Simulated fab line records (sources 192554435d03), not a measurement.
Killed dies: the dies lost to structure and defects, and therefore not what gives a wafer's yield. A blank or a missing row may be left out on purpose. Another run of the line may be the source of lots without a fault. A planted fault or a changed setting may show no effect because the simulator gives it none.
Chamber matching ; flow n5-finfet ; N5_MOL_CONTACT_COAG_CO_FILL_22 on cvd-co-02 has 3 sister chambers
The step material Co, precursor CCTBA/H2, target thk 20 nm. 3 wafers are shown with their chamber, then 12 later ones without.

EACH WAFER AND ITS CHAMBER
wafer;chamber;heater-power-w (W)
L087.3;2;239
L088.4;1;263
L088.5;0;256

WAFERS WITH NO CHAMBER GIVEN
wafer;heater-power-w (W)
L089.4;233
L089.5;257
L089.6;270
L091.3;231
L091.5;260
L091.6;238
L093.2;256
L093.3;239
L093.5;261
L095.1;236
L095.4;261
L095.5;257

CHAMBER TAKEN BY EACH
wafer;from the rows above;in truth
L089.4;2;2
L089.5;can't be placed: 0 or 1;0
L089.6;can't be placed: 1 or 0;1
L091.3;2;2
L091.5;can't be placed: 1 or 0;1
L091.6;2;2
L093.2;can't be placed: 0 or 1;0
L093.3;2;2
L093.5;can't be placed: 1 or 0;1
L095.1;2;2
L095.4;can't be placed: 1 or 0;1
L095.5;can't be placed: 0 or 1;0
Placed correctly: 5 of 12. These rows do not allow placing 7 (true chamber among the candidates in 7). 0 placed wrongly.
How it was worked out, from the rows above alone: a wafer's distance from a chamber is the root of the sum, over the readings, of the square of ((its reading less the chamber's mean) divided by the reading's scatter). The wafer belongs to the nearest chamber; if the next one is less than 2 further off, it can't be placed. Each chamber's mean is taken over the wafers shown for it. The scatter (one wafer shown for each chamber): square how far every hidden wafer sits from the nearest shown wafer, average those squares and take the square root.
